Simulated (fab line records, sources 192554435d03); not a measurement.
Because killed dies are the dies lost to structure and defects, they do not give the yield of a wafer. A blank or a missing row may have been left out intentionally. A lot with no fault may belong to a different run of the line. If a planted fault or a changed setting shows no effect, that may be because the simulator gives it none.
Which of the tools did it? / flow n5 finfet / 15 lots, 45 wafers sampled, at 2 steps of a route of 1938

## WHAT EACH GAUGE READ, for each wafer
N5_MIM_TOP_LITHO_OVL_MEAS_11. Usual: MIM_TOP_OVL gives -1 nm (standard deviation 5.3).
lot=L234; measured=day 11 23:03; on=overlay-02; MIM_TOP_OVL (nm)=-3 -10 -9; flag=
lot=L236; measured=day 12 16:19; on=overlay-01; MIM_TOP_OVL (nm)=-2 1 -4; flag=
lot=L237; measured=day 12 17:12; on=overlay-02; MIM_TOP_OVL (nm)=-2 -10 -6; flag=
lot=L238; measured=day 12 17:22; on=overlay-02; MIM_TOP_OVL (nm)=-1 0 4; flag=
lot=L239; measured=day 12 19:41; on=overlay-02; MIM_TOP_OVL (nm)=6 6 9; flag=
lot=L240; measured=day 13 03:57; on=overlay-02; MIM_TOP_OVL (nm)=1 -4 -5; flag=
lot=L242; measured=day 13 15:49; on=overlay-02; MIM_TOP_OVL (nm)=-3 -3 -3; flag=
lot=L243; measured=day 14 00:20; on=overlay-01; MIM_TOP_OVL (nm)=10 -3 -4; flag=
lot=L244; measured=day 14 03:08; on=overlay-02; MIM_TOP_OVL (nm)=1 -1 -3; flag=
lot=L248; measured=day 15 00:37; on=overlay-01; MIM_TOP_OVL (nm)=0 10 7; flag=
lot=L252; measured=day 17 12:00; on=overlay-01; MIM_TOP_OVL (nm)=-1 -6 -1; flag=
lot=L253; measured=day 17 12:14; on=overlay-02; MIM_TOP_OVL (nm)=-8 -7 -9; flag=
lot=L256; measured=day 17 16:34; on=overlay-01; MIM_TOP_OVL (nm)=9 4 5; flag=
lot=L254; measured=day 17 18:46; on=overlay-01; MIM_TOP_OVL (nm)=-6 -7 -4; flag=
lot=L255; measured=day 18 14:55; on=overlay-01; MIM_TOP_OVL (nm)=-4 -4 -8; flag=

## WHAT TOOL EACH LOT RAN ON (gives the tool, then ch and the chambers of the sampled wafers, and finally the start)
lot=L234; N5_MIM_TOP_SPUTTER_03=pvd sputter-02, day 11 22:38
lot=L236; N5_MIM_TOP_SPUTTER_03=pvd sputter-03, day 12 15:53
lot=L237; N5_MIM_TOP_SPUTTER_03=pvd sputter-03, day 12 16:39
lot=L238; N5_MIM_TOP_SPUTTER_03=pvd sputter-03, day 12 16:46
lot=L239; N5_MIM_TOP_SPUTTER_03=pvd sputter-02, day 12 19:08
lot=L240; N5_MIM_TOP_SPUTTER_03=pvd sputter-03, day 13 03:32
lot=L242; N5_MIM_TOP_SPUTTER_03=pvd sputter-03, day 13 15:14
lot=L243; N5_MIM_TOP_SPUTTER_03=pvd sputter-01, day 13 23:47
lot=L244; N5_MIM_TOP_SPUTTER_03=pvd sputter-02, day 14 02:43
lot=L248; N5_MIM_TOP_SPUTTER_03=pvd sputter-01, day 15 00:04
lot=L252; N5_MIM_TOP_SPUTTER_03=pvd sputter-02, day 17 11:35
lot=L253; N5_MIM_TOP_SPUTTER_03=pvd sputter-03, day 17 11:49
lot=L256; N5_MIM_TOP_SPUTTER_03=pvd sputter-03, day 17 16:01
lot=L254; N5_MIM_TOP_SPUTTER_03=pvd sputter-03, day 17 18:13
lot=L255; N5_MIM_TOP_SPUTTER_03=pvd sputter-01, day 18 14:22
- N5_MIM_TOP_SPUTTER_03: material TiN, target thk 35 nm, time 89.7 s.

## WHAT THE TOOLS THEMSELVES READ (means of the sampled wafers that have a number; where no wafer has one, the mark that the record gives instead)
N5_MIM_TOP_SPUTTER_03. Usual: chamber pressure pa 0.4999 Pa, standard deviation 0.001; throttle valve pct 30.3 %, standard deviation 1.1.
lot=L234; tool=pvd sputter-02; chamber pressure pa (Pa)=0.4995; throttle valve pct (%)=31.2; flag=
lot=L236; tool=pvd sputter-03; chamber pressure pa (Pa)=0.4997; throttle valve pct (%)=30.6; flag=
lot=L237; tool=pvd sputter-03; chamber pressure pa (Pa)=0.5000; throttle valve pct (%)=30.6; flag=
lot=L238; tool=pvd sputter-03; chamber pressure pa (Pa)=0.5001; throttle valve pct (%)=30.7; flag=
lot=L239; tool=pvd sputter-02; chamber pressure pa (Pa)=0.4999; throttle valve pct (%)=31.2; flag=
lot=L240; tool=pvd sputter-03; chamber pressure pa (Pa)=0.5012; throttle valve pct (%)=31.5; flag=
lot=L242; tool=pvd sputter-03; chamber pressure pa (Pa)=0.5011; throttle valve pct (%)=30.7; flag=
lot=L243; tool=pvd sputter-01; chamber pressure pa (Pa)=0.4999; throttle valve pct (%)=30.5; flag=
lot=L244; tool=pvd sputter-02; chamber pressure pa (Pa)=0.5005; throttle valve pct (%)=30.7; flag=
lot=L248; tool=pvd sputter-01; chamber pressure pa (Pa)=0.5006; throttle valve pct (%)=29.8; flag=
lot=L252; tool=pvd sputter-02; chamber pressure pa (Pa)=0.4999; throttle valve pct (%)=30.7; flag=
lot=L253; tool=pvd sputter-03; chamber pressure pa (Pa)=0.4995; throttle valve pct (%)=29.8; flag=
lot=L256; tool=pvd sputter-03; chamber pressure pa (Pa)=0.5002; throttle valve pct (%)=30.0; flag=
lot=L254; tool=pvd sputter-03; chamber pressure pa (Pa)=0.4996; throttle valve pct (%)=30.7; flag=
lot=L255; tool=pvd sputter-01; chamber pressure pa (Pa)=0.5013; throttle valve pct (%)=29.9; flag=

## THE ANSWER, worked out from the rows above alone
Rule: a lot is off if the mean of its wafers that have a number lies more than 3 standard deviations from the usual mean. Also off: a lot with no number at a reading for which 4 or more lots have one. The other lots that the step has rows for count as sound. The gauges are gone through in route order, then the tools' own readings, and for those a lot's mean is taken as printed above. The first step at which some lot is off is used, and at that step the reading that is off furthest; a lot without a number counts as furthest.
No lot is off on any of the readings shown, so nothing can be concluded from this.

## WHAT THE SIMULATOR HAD INSERTED
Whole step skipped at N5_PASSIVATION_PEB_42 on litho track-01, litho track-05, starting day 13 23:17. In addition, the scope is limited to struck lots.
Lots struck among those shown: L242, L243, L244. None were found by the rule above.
